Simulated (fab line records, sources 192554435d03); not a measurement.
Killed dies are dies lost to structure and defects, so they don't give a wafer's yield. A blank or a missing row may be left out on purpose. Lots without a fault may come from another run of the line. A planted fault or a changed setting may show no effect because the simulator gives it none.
A struck lot beside a sound one | flow n5_finfet | 36 steps out of a route of 1938
Sound: wafers L314.2, L314.3, L314.4. Struck: wafer L304.5. (L304.1, L304.2 of the same lot were not struck and are left out.) The cause comes at the end.
At each step with rows: each side's tool, then ch and its chambers, then its first start. Under that, the readings that differ: sound wafers | struck wafers | difference of the means | sigmas: that difference in standard deviations of wafers without a fault.
alike: readings whose means differ by less than 2 such deviations, and words and numbers that are the same on both sides. not compared: withheld readings, readings that some wafer has no value for, bounds like >300 that may hide the same value, and numbers for which the record gives no deviation and whose values overlap.
The two part at a step that has a row with sigmas, a row that says differs or no value, or rows on one side only. Numbers that don't overlap but have no deviation are shown without sigmas and don't part them. A reading that every wafer of one side lacks parts them only if that side has two wafers or more.

first, 9 steps without rows for these wafers: N5_WELL_APT_DESCUM_30 (chemistry O2, time 7.9 s); N5_WELL_APT_IMPLANT_31; N5_WELL_APT_IMPLANT_32; N5_WELL_APT_STRIP_33 (strips in SPM, time 900 s); N5_WELL_APT_RTA_34 (time 10 s); N5_WELL_APT_OXIDE_STRIP_42 (strips SiO2 in dHF, time 45 s, target depth 12 nm); N5_WELL_APT_PRECLEAN_36 (cleans in O3/DIW, time 45 s); N5_WELL_APT_PRECLEAN_39 (cleans in dHF, time 60 s); N5_WELL_APT_SRD_37 (time 30 s).
N5_WELL_APT_EPI_41: deposits Si from SiH4/H2, target thk 50 nm, time 297.7 s.
  sound on epi_rpcvd-02 ch 0, day 5 04:05; struck on epi_rpcvd-04 ch 0, day 2 16:55
  reading                                 | sound             | struck | difference | sigmas
  lamp_inner_pct (%)                      | 12.4 12.2 12.3    | 16.9   | +4.6       | +2
  run_length_s (s)                        | 364 365 365       | 422    | +57        | +15
  throttle_valve_pct (%)                  | 12.30 12.26 11.75 | 11.48  | -0.62      | -3
  model.Si_of_WELL_APT_EPI_41.thk_nm (nm) | 49.62 49.76 49.27 | 62.41  | +12.86     |
  alike: chamber_pressure_Torr
then, 24 steps without rows for these wafers: N5_PMOS_HMC_CHANNEL_EPI_HM_DEP_34 (deposits SiO2 from TEOS/O2, target thk 36 nm, time 6.9 s); N5_PMOS_HMC_CHANNEL_EPI_COAT_31 (time 60 s, resist thk 66 nm); N5_PMOS_HMC_CHANNEL_EPI_COAT_03 (resist thk 205 nm); N5_PMOS_HMC_CHANNEL_EPI_EBR_05; N5_PMOS_HMC_CHANNEL_EPI_SOFTBAKE_04 (time 60 s); N5_PMOS_HMC_CHANNEL_EPI_EXPOSE_06 (exposes mask PMOS HMC BLK, target cd 240 nm); N5_PMOS_HMC_CHANNEL_EPI_PEB_07 (peb time 60 s); N5_PMOS_HMC_CHANNEL_EPI_DEVELOP_08 (develop time 30 s); N5_PMOS_HMC_CHANNEL_EPI_DESCUM_14 (chemistry O2, time 7.9 s); N5_PMOS_HMC_CHANNEL_EPI_ETCH_32 (etches BARC in N2/H2, stops on SiO2, target depth 85.8 nm, time 50.3 s); N5_PMOS_HMC_CHANNEL_EPI_HM_OPEN_15 (chemistry CHF3/O2, target SiO2, target depth 40.6 nm, time 20.3 s); N5_PMOS_HMC_CHANNEL_EPI_STRIP_33 (strips in N2/H2); N5_PMOS_HMC_CHANNEL_EPI_STRIP_17 (strips in SPM, time 750 s); N5_PMOS_HMC_CHANNEL_EPI_ETCH_38 (etches SiO2 in CF4, target depth 1.5 nm); N5_PMOS_HMC_CHANNEL_EPI_FIN_RECESS_16 (chemistry HBr/Cl2, target Si, target depth 54 nm, time 18 s); N5_PMOS_HMC_CHANNEL_EPI_PRECLEAN_36 (cleans in O3/DIW, time 45 s); N5_PMOS_HMC_CHANNEL_EPI_PRECLEAN_18 (cleans in DHF, time 30 s); N5_PMOS_HMC_CHANNEL_EPI_SRD_19 (time 30 s); N5_PMOS_HMC_CHANNEL_EPI_EPI_20 (deposits SiGe30, target thk 59 nm); N5_PMOS_HMC_CHANNEL_EPI_HM_STRIP_35 (strips SiO2 in dHF, material SiO2, target depth 39.6 nm, time 216 s); N5_PMOS_HMC_CHANNEL_EPI_SRD_39 (time 30 s); N5_PMOS_HMC_CHANNEL_EPI_CMP_21 (polishes SiGe30, target thk 54 nm); N5_PMOS_HMC_CHANNEL_EPI_PRECLEAN_40 (cleans in DHF, time 30 s); N5_PMOS_HMC_CHANNEL_EPI_PRECLEAN_37 (cleans in O3/DIW, time 45 s).
N5_SD_EPI_N_STRIP_18: strips in SPM, time 750 s.
  sound on wet_bench-04 ch 0,1,6, day 6 16:26; struck on wet_bench-04 ch 1, day 4 02:58
  reading                                 | sound       | struck | difference | sigmas
  model.Si_of_WELL_APT_EPI_41.thk_nm (nm) | 7.2 7.4 6.4 | 22.4   | +15.4      |
  alike: bath_guard_temp_C
-- the record jumps here: 6 days lie between the struck wafers' starts before and after (it left off in module SD_EPI_N and takes up again in module BEOL_M4, whose first step shown is number 1111 of the route) --
N5_BEOL_M4_RC_MEAS_101:
  sound on prober-02 ch 0, day 11 18:33; struck on prober-01 ch 0, day 9 19:33
  reading           | sound          | struck | difference | sigmas
  CJ_N              | 4.45 4.40 4.44 | 2.57   | -1.86      | -19
  CJ_P              | 5.78 5.57 5.74 | 4.19   | -1.51      | -8
  IOFF_P (nA/um)    | 0.20 0.16 0.24 | 0.32   | +0.12      | +4
  RS_PWELL (ohm/sq) | 2971 3014 3002 | 2835   | -161       | -8
  SS_P (mV/dec)     | 73.3 72.5 73.3 | 75.5   | +2.5       | +5
  VT_N (mV)         | 249 257 247    | 243    | -8         | -2
  alike: DIBL_N, DIBL_P, IOFF_N, ION_N, ION_P, SS_N, VT_P

WHERE THEY PART
First at N5_WELL_APT_EPI_41; last, within this record, at N5_BEOL_M4_RC_MEAS_101.

WHY: what the simulator had put in
Process parameter drift: epi_rpcvd-04, from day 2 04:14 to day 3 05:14, at N5_WELL_APT_EPI_41. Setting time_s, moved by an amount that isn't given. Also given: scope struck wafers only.
